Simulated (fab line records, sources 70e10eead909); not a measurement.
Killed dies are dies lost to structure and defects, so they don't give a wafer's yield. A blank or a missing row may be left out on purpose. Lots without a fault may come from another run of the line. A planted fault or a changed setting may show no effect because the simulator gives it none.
Chamber matching | flow nand_harc | NHARC_A_BLC_ALD_23 on ald_metal-04: 4 sister chambers
The step deposits TiN, target thk 3 nm, pulse time 1 s, ald cycles 150. 4 wafers are shown with their chamber, then 7 later ones without.

WAFERS WITH THEIR CHAMBER
wafer  | chamber | heater_power_w (W)
L089.4 | 0       | 1119
L091.5 | 2       | 1242
L093.2 | 1       | 1125
L093.4 | 3       | 1127

WAFERS WITHOUT THEIR CHAMBER
wafer  | heater_power_w (W)
L093.6 | 1152
L093.1 | 1102
L093.3 | 1193
L093.5 | 1093
L095.1 | 1101
L095.2 | 1194
L095.6 | 1130

WHICH CHAMBER EACH WENT THROUGH
wafer  | from the rows above               | in truth
L093.6 | can't be placed: 3 or 1 or 0      | 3
L093.1 | can't be placed: 0 or 1 or 3      | 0
L093.3 | can't be placed: 2 or 3 or 1 or 0 | 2
L093.5 | can't be placed: 0 or 1 or 3      | 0
L095.1 | can't be placed: 0 or 1 or 3      | 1
L095.2 | can't be placed: 2 or 3 or 1 or 0 | 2
L095.6 | can't be placed: 3 or 1 or 0      | 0
Placed correctly: 0 of 7. Can't be placed from these rows: 7 (the true chamber is among the candidates in 7). Placed wrongly: 0.
How it was worked out, from the rows above alone: a wafer's distance from a chamber is the root of the sum, over the readings, of the square of ((its reading less the chamber's mean) divided by the reading's scatter). The wafer belongs to the nearest chamber; if the next one is less than 2 further off, it can't be placed. A chamber's mean is the mean of its shown wafers. The scatter: with one shown wafer a chamber, the root of the mean of the squares of how far each hidden wafer lies from its nearest shown one.
